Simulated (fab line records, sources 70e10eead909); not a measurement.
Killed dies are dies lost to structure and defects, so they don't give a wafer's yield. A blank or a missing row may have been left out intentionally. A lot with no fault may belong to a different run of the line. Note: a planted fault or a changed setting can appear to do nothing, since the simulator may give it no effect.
Which of the tools did it? / flow nand-harc / route of 1159 steps, sampled at 1 step: 7 lots, 19 wafers

WHAT EACH GAUGE READ, for each wafer
NHARC_A_CHANNEL_HOLE_D1_INSPECT_12.
lot=L983; measured=day 8 08:58; on=defect-inspect-01; raw-defect-count=10 1 9
lot=L985; measured=day 9 00:55; on=defect-inspect-02; raw-defect-count=2 7 4
lot=L992; measured=day 10 20:23; on=defect-inspect-01; raw-defect-count=12 5 8
lot=L993; measured=day 11 15:49; on=defect-inspect-02; raw-defect-count=8 4
lot=L996; measured=day 12 05:07; on=defect-inspect-02; raw-defect-count=6 5
lot=L101; measured=day 12 16:12; on=defect-inspect-02; raw-defect-count=4 8 3
lot=L102; measured=day 13 05:58; on=defect-inspect-01; raw-defect-count=17 9 3

EACH LOT AND THE TOOL THAT RAN IT (in order: tool; ch and the chambers of the sampled wafers; start)
The record holds no process step before these readings.

THE ANSWER, worked out from the rows above alone
Rule: usual is defined by the lots themselves. The widest of any qualifying gaps counts: lots, ordered by their means at a reading, are off when they make up no more than a third of the lots, leave a main group of 4 or more, and stand apart from it by 3 or more times the standard deviation of that group's means. A main group is skipped when, at the precision printed for the reading in the tables above, its means are all equal. A lot without any number at a reading at which 4 lots or more have one is off too. The other lots that the step has rows for count as sound.
No lot is off on any of the readings shown, so nothing can be concluded from this.

WHAT THE SIMULATOR PUT IN
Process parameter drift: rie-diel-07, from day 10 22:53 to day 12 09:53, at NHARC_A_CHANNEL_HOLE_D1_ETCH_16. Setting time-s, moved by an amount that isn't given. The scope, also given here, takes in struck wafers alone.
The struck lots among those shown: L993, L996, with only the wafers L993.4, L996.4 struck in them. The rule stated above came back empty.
